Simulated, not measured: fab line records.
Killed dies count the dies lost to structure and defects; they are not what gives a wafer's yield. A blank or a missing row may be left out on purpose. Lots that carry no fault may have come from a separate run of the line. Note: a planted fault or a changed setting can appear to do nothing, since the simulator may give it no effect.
Matching of chambers | flow nand-harc | 4 sister chambers for NHARC_A_STAIRCASE_TRIM_196 on rie-diel-08
The step chemistry O2, time 211.2 s. 4 wafers are shown with their chamber, then 9 later ones without.

WAFERS, EACH WITH ITS CHAMBER
wafer  | chamber | showerhead-plenum-p-Torr (Torr)
L088.6 | 0       | 3.48
L090.1 | 3       | 3.45
L090.2 | 1       | 3.35
L090.3 | 2       | 3.48

WAFERS WITH NO CHAMBER GIVEN
wafer  | showerhead-plenum-p-Torr (Torr)
L092.1 | 3.45
L092.3 | 3.35
L092.4 | 3.48
L096.1 | 3.47
L096.3 | 3.35
L096.5 | 3.35
L095.2 | 3.48
L095.4 | 3.45
L095.6 | 3.47

WHICH CHAMBER EACH WENT THROUGH
wafer  | from the rows above     | in truth
L092.1 | 3                       | 3
L092.3 | 1                       | 1
L092.4 | can't be placed: 0 or 2 | 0
L096.1 | can't be placed: 0 or 2 | 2
L096.3 | 1                       | 1
L096.5 | 1                       | 1
L095.2 | can't be placed: 0 or 2 | 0
L095.4 | 3                       | 3
L095.6 | can't be placed: 0 or 2 | 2
Placed correctly: 5 of 9. From these rows, 4 cannot be placed; in 4 the true chamber is one of the candidates. Wrongly placed: 0.
How it was worked out, from the rows above alone: a wafer's distance from a chamber is the root of the sum, over the readings, of the square of ((its reading less the chamber's mean) divided by the reading's scatter). The wafer belongs to the nearest chamber; if the next one is less than 2 further off, it can't be placed. The mean given for a chamber averages the wafers shown for that chamber. The scatter: root of mean squared gap, hidden wafer to nearest shown wafer, with one shown wafer a chamber.
